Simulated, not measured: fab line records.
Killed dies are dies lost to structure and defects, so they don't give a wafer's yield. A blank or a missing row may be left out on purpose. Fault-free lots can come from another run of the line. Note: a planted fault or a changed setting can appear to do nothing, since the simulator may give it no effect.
fab line records	flow nand_harc
record: lots: 13	wafers: 39	last_day: 31
route steps=1302 shown A_CONTACT@1028 A_BONDPAD@1220 END@1302
lots with no fault: from the same line, run without faults
start_h: hours from the record's opening day to when the first of the lot's shown wafers began	wait_h: how many hours have passed since the lot's step before this one	" repeats the value in the row above	L1.1+2: a row that stands for several wafers	- either no value or no given start	* or withheld: withheld	< > ~ a bound
route shown NAME@n: NAME is a module with steps in the file, n the number in the route of the first one	usual: the fault-free wafers' mean and standard deviation	same: alike in all rows	chamber/n: place in a boat	sites: per-site readings	_std_site: their standard deviation	_edge_site: outer sites' mean less inner sites'	radius_mm: how far each site lies from the wafer's centre	mask NAME#n: copy n	behind: the most recent tool/chamber to have shaped the wafer	hold: what put the lot on hold/how long, in hours/how the hold closed	device: the transistor (n, p or np) that didn't switch	end of line: the same wafers' tests at the end of the route	for a step that has no rows: nothing shown but its recipe	killed: the dies lost at the first sort to structure and to defects; this is not the yield of the wafer	map: a wafer's dies, x killed, . not, _ none there
set.NAME: setting as actually run; set.NAME@STEP: the setting as run at that earlier step	model.NAME: the simulator's own value behind a step, which no gauge read
one table for each step of the route and one row for each wafer, over a sample of lots
services: the hour from which a tool's chamber was out of use, counted from the record's first day as start_h (under 0 if before that day), plus the number of hours and why
== steps ==
step: NHARC_A_CONTACT_DEP_58
recipe: target_thk_a: 900	target_thk_nm: 90	temp_c: 400	pressure_torr: 3.5	flow_sccm: 200	rf_w: 350	material: SiON
usual: heater_power_w: 758/90	showerhead_vpp_V: 1164/66
lot.wafer	tool	chamber	start_h	wait_h	heater_power_w	showerhead_vpp_V
L702.3	pecvd-03	1	510.95	1.7	716	1174
L702.4	"	0	"	"	743	1156
L702.5	"	0	"	"	752	1142
L703.3	pecvd-03	1	514.15	1.9	808	1184
L703.6	"	0	"	"	696	1147
L703.4	"	1	"	"	812	1190
L706.3	pecvd-02	1	534.39	1.6	656	1075
L706.1	"	2	"	"	805	1214
L706.6	"	2	"	"	833	1209
L705.3	pecvd-04	0	536.26	1.6	570	1097
L705.2	"	1	"	"	545	1151
L705.4	"	1	"	"	544	1123
L710.2	pecvd-02	2	583.08	2.2	790	1211
L710.3	"	0	"	"	831	1143
L710.5	"	1	"	"	672	1053
L711.3	pecvd-03	2	584.30	1.7	785	1258
L711.4	"	0	"	"	757	1138
L711.6	"	2	"	"	777	1311
L712.3	pecvd-03	2	599.64	1.6	860	1275
L712.2	"	0	"	"	727	1175
L712.5	"	0	"	"	722	1125
L713.2	pecvd-02	1	604.01	2.2	552	1048
L713.5	"	1	"	"	553	1055
L713.6	"	2	"	"	838	1200
L714.1	pecvd-03	1	618.40	2.7	707	1187
L714.2	"	0	"	"	721	1138
L714.6	"	1	"	"	711	1181
L717.4	pecvd-02	2	639.25	1.2	762	1217
L717.6	"	0	"	"	773	1139
L717.5	"	1	"	"	664	1059
L718.3	pecvd-02	1	659.49	1.6	618	1060
L718.1	"	2	"	"	872	1203
L718.5	"	2	"	"	884	1195
L720.2	pecvd-02	0	691.00	2.2	768	1161
L720.6	"	1	"	"	644	1053
L720.5	"	0	"	"	761	1142
L721.2	pecvd-03	0	691.04	2.3	803	1136
L721.1	"	1	"	"	835	1167
L721.5	"	1	"	"	834	1174
step: NHARC_A_BONDPAD_ETCH_12
recipe: target_depth_a: 2200	time_s: 110	chf3_flow_sccm: 50	o2_flow_sccm: 10	ar_flow_sccm: 200	rf_w: 500	bias_w: 200	chemistry: CHF3/O2
usual: drypump_motor_current_A: 5.8/0.31	oes_product_au: 0.936/0.024	rf_vpp_V: 371.2/2.4	showerhead_plenum_p_Torr: 2.43/0.1	throttle_valve_pct: 20.572/0.0096
lot.wafer	tool	chamber	start_h	wait_h	drypump_motor_current_A	oes_product_au	rf_hours_counter_h	rf_vpp_V	showerhead_plenum_p_Torr	throttle_valve_pct
L702.4	rie_diel-09	2	-	-	5.8	0.974	1	372.0	2.51	20.590
L702.3	"	3	"	"	6.5	0.949	1	368.9	2.33	20.592
L702.5	"	3	"	"	6.5	0.948	-	369.1	2.33	20.567
L703.3	rie_diel-09	2	-	-	5.8	0.992	1	373.4	2.51	20.579
L703.4	"	3	"	"	6.5	0.956	2	370.3	2.33	20.581
L703.6	"	0	"	"	5.5	0.943	-	367.1	2.25	20.567
L706.1	rie_diel-09	0	-	-	5.5	0.922	2	367.5	2.25	20.570
L706.3	"	1	"	"	5.8	0.944	2	373.1	2.53	20.559
L706.6	"	2	"	"	5.8	0.991	-	373.2	2.51	20.582
L705.2	rie_diel-09	2	-	-	5.8	0.946	2	372.6	2.51	20.561
L705.3	"	0	"	"	5.5	0.904	2	366.6	2.25	20.555
L705.4	"	1	"	"	5.8	0.902	-	373.2	2.53	20.563
L710.2	rie_diel-09	2	-	-	5.8	0.974	4	373.2	2.51	20.577
L710.3	"	0	"	"	5.5	0.941	3	366.9	2.25	20.570
L710.5	"	3	"	"	6.5	0.935	-	368.5	2.33	20.573
L711.3	rie_diel-05	1	-	-	6.0	0.909	7	370.9	2.43	20.573
L711.4	"	2	"	"	6.1	0.935	5	366.9	2.29	20.579
L711.6	"	3	"	"	5.7	0.917	-	374.1	2.49	20.559
L712.3	rie_diel-09	0	-	-	5.5	0.905	4	367.4	2.25	20.579
L712.2	"	3	"	"	6.5	0.928	4	368.1	2.33	20.573
L712.5	"	0	"	"	5.5	0.902	-	366.6	2.25	20.582
L713.2	rie_diel-05	3	-	-	5.7	0.916	9	373.6	2.49	20.586
L713.6	"	0	"	"	5.7	0.929	-	371.4	2.41	20.572
L713.5	"	1	"	"	6.0	0.902	-	371.0	2.43	20.589
L714.1	rie_diel-09	3	-	-	6.5	0.962	4	369.9	2.33	20.561
L714.2	"	0	"	"	5.5	0.938	4	366.3	2.25	20.569
L714.6	"	1	"	"	5.8	0.938	-	373.0	2.53	20.562
L717.4	rie_diel-10	2	-	-	5.4	0.923	16	373.8	2.57	20.583
L717.6	"	3	"	"	5.9	0.920	-	371.6	2.45	20.570
L717.5	"	0	"	"	5.5	0.910	-	373.8	2.55	20.574
L718.3	rie_diel-09	0	-	-	5.5	0.945	0	367.4	2.25	20.583
L718.1	"	1	"	"	5.8	0.946	0	373.5	2.53	20.569
L718.5	"	1	"	"	5.8	0.939	-	373.3	2.53	20.564
L720.2	rie_diel-09	3	-	-	6.5	0.942	0	369.4	2.33	20.572
L720.5	"	2	"	"	5.8	0.967	-	374.1	2.51	20.556
L720.6	"	1	"	"	5.8	0.947	-	372.6	2.53	20.555
L721.1	rie_diel-09	2	-	-	5.8	0.973	1	372.4	2.51	20.585
L721.2	"	3	"	"	6.5	0.942	0	371.2	2.33	20.573
L721.5	"	2	"	"	5.8	0.963	-	372.6	2.51	20.577
step: NHARC_A_BONDPAD_PRE_CLEAN_26
recipe: time_s: 30	temp_c: 280	gas: H2/He
usual: heater_power_w: 392/50
lot.wafer	tool	chamber	start_h	wait_h	heater_power_w
L702.3	pvd_sputter-01	-	-	-	317
L702.4	"	-	"	"	359
L702.5	"	-	"	"	306
L703.3	pvd_sputter-03	-	-	-	444
L703.4	"	-	"	"	480
L703.6	"	-	"	"	425
L706.1	pvd_sputter-01	-	-	-	424
L706.3	"	-	"	"	410
L706.6	"	-	"	"	353
L705.3	pvd_sputter-02	-	-	-	391
L705.4	"	-	"	"	359
L705.2	"	-	"	"	416
L710.2	pvd_sputter-01	-	-	-	397
L710.3	"	-	"	"	356
L710.5	"	-	"	"	324
L711.3	pvd_sputter-02	-	-	-	391
L711.4	"	-	"	"	362
L711.6	"	-	"	"	325
L712.3	pvd_sputter-02	-	-	-	369
L712.2	"	-	"	"	419
L712.5	"	-	"	"	392
L713.2	pvd_sputter-02	-	-	-	420
L713.6	"	-	"	"	374
L713.5	"	-	"	"	421
L714.1	pvd_sputter-03	-	-	-	476
L714.2	"	-	"	"	473
L714.6	"	-	"	"	467
L717.4	pvd_sputter-03	-	-	-	447
L717.5	"	-	"	"	357
L717.6	"	-	"	"	439
L718.1	pvd_sputter-03	-	-	-	359
L718.3	"	-	"	"	469
L718.5	"	-	"	"	451
L720.2	pvd_sputter-03	-	-	-	491
L720.5	"	-	"	"	478
L720.6	"	-	"	"	352
L721.2	pvd_sputter-01	-	-	-	413
L721.1	"	-	"	"	416
L721.5	"	-	"	"	352
step: NHARC_END_SORT_01
recipe: temp_c: 25
usual: killed_at_array: 58/22	killed_at_other: 1.0/1.3	killed_at_periphery: 5/3.4	killed_dies: 64/22	killed_open: 3.6/1.8	killed_short: 2.4/1.7
same: gross_dies: 677
lot.wafer	tool	chamber	start_h	wait_h	killed_at_array	killed_at_other	killed_at_periphery	killed_dies	killed_open	killed_short
L720.2	prober-01	0	750.87	2.8	216	4	4	224	4	3
L720.5	prober-01	0	753.28	3.7	190	0	8	198	4	2
L720.6	prober-01	0	754.09	4.0	47	3	1	51	1	2
killed by level:class
L720.2 A_CONTACT:area_dep=156 A_SLIT:chamber_film_flake=33 A_CHANNEL_HOLE_D1:chamber_film_flake=14 THIN_TSV:chamber_film_flake=3 A_WL_FILL:geometric_particle:open=2 P_CONTACT:chamber_film_flake=2 A_CHANNEL_FILL_D1:chamber_film_flake=2 A_CONTACT:chamber_film_flake=2
L720.5 A_CONTACT:area_dep=133 A_SLIT:chamber_film_flake=33 A_CHANNEL_HOLE_D1:chamber_film_flake=10 A_STAIRCASE:chamber_film_flake=3 A_CONTACT:chamber_film_flake=3 P_CONTACT:geometric_particle:open=2 P_ZERO_WELL:chamber_film_flake=2 P_CONTACT:chamber_film_flake=2
L720.6 A_SLIT:chamber_film_flake=22 A_CHANNEL_HOLE_D1:chamber_film_flake=8 A_CONTACT:chamber_film_flake=5 A_STAIRCASE:chamber_film_flake=4 THIN_TSV:chamber_film_flake=3 A_DECK1_JOINT:chamber_film_flake=2 A_CHANNEL_HOLE_D1:geometric_particle:short=1 A_SGD_CUT:geometric_particle:short=1
== services ==
tool	chamber	start_h	hours	kind
pecvd-03	2	496.17	17.6	repair
rie_diel-09	-	497.10	9.0	pm
rie_diel-09	0	514.33	9.4	repair
pvd_sputter-02	-	525.18	2.5	repair
pvd_sputter-03	-	526.03	10.0	pm
rie_diel-09	1	529.11	2.5	repair
pvd_sputter-01	-	536.51	1.5	repair
pecvd-03	-	547.46	13.0	pm
rie_diel-09	3	559.25	9.9	repair
pvd_sputter-03	-	562.72	8.9	repair
pecvd-02	-	568.46	7.1	repair
pvd_sputter-01	-	582.08	10.0	pm
pecvd-02	-	589.38	13.0	pm
pvd_sputter-01	-	599.27	1.2	repair
pvd_sputter-01	-	622.01	3.0	repair
rie_diel-09	3	633.45	2.9	repair
pvd_sputter-03	-	637.22	10.8	repair
rie_diel-09	-	674.10	9.0	pm
rie_diel-09	3	687.81	8.0	repair
rie_diel-09	2	696.62	6.0	repair
pvd_sputter-03	-	704.03	10.0	pm
pvd_sputter-03	-	714.56	0.5	repair
pecvd-03	0	716.19	5.2	repair
rie_diel-09	0	718.22	6.6	repair
== key ==
first_sign: step: NHARC_END_SORT_01	reading: killed_dies	direction: up	sigmas: 6.8	usual: 64	struck: 211
effect: step: NHARC_END_SORT_01	reading: killed_at_array	direction: up	sigmas: 6.7	usual: 58	struck: 203
more_kills_born_at: NHARC_A_CONTACT_DEP_58@pecvd-02: 289
met_at NHARC_A_CONTACT_DEP_58
struck_lots L720
struck_wafers L720.2,L720.5
tester_left_out L720
not_acting_at NHARC_A_BONDPAD_ETCH_12,NHARC_A_BONDPAD_PRE_CLEAN_26
onset_between 639.25 691.00
fault: kind: process_parameter_drift	tool: pecvd-02	chamber: 0	onset_h: 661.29	steps: NHARC_A_CONTACT_DEP_58	channel: target_thk_a	offset: *	shape: step	end_h: 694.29	acts_in: *	stated: *
tester_left_out: of these lots the tester's yield and bins aren't shown, on N5 and GAA mostly nor the transistor test; their killed dies are dies lost to structure and defects alone, not to doping, threshold or leakage, so they don't give the yield
